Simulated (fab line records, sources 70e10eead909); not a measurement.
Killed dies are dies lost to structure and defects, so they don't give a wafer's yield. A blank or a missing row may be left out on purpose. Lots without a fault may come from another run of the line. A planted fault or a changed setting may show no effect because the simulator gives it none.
Chamber matching | flow nand_harc | NHARC_A_STAIRCASE_DEP_156 on pecvd-04: 3 sister chambers
The step deposits SiNx, target thk 50 nm. 16 wafers are shown with their chamber, then 8 later ones without.

WAFERS WITH THEIR CHAMBER
wafer  | chamber | heater_power_w (W)
L282.4 | 1       | 645
L282.5 | 2       | 607
L282.6 | 0       | 743
L283.3 | 0       | 621
L283.4 | 0       | 617
L283.5 | 2       | 631
L284.1 | 1       | 745
L284.3 | 2       | 614
L284.5 | 1       | 754
L288.1 | 0       | 746
L288.2 | 2       | 560
L288.4 | 1       | 715
L297.3 | 2       | 671
L297.5 | 0       | 767
L297.6 | 2       | 677
L301.3 | 2       | 694

SIGNATURES (means of the wafers above)
reading        | chamber 0 | chamber 1 | chamber 2 | scatter within a chamber
heater_power_w | 698.80    | 714.75    | 636.29    | 57
Rule: a wafer's distance from a chamber is the root of the sum, over the readings, of the square of ((its reading less the chamber's mean) divided by the reading's scatter). The wafer belongs to the nearest chamber; if the next one is less than 2 further off, it can't be placed. The scatter: the root of (the sum of the squares of (reading less its chamber's mean) over the shown wafers, divided by (wafers less chambers)).

WAFERS WITHOUT THEIR CHAMBER
wafer  | heater_power_w (W)
L301.5 | 665
L301.6 | 722
L302.1 | 742
L302.2 | 685
L302.6 | 749
L303.1 | 712
L303.2 | 618
L303.6 | 695

WHICH CHAMBER EACH WENT THROUGH
wafer  | from the rows above          | in truth
L301.5 | can't be placed: 2 or 0 or 1 | 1
L301.6 | can't be placed: 1 or 0 or 2 | 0
L302.1 | can't be placed: 1 or 0 or 2 | 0
L302.2 | can't be placed: 0 or 1 or 2 | 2
L302.6 | can't be placed: 1 or 0 or 2 | 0
L303.1 | can't be placed: 1 or 0 or 2 | 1
L303.2 | can't be placed: 2 or 0 or 1 | 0
L303.6 | can't be placed: 0 or 1 or 2 | 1
Placed correctly: 0 of 8. Can't be placed from these rows: 8 (the true chamber is among the candidates in 8). Placed wrongly: 0.
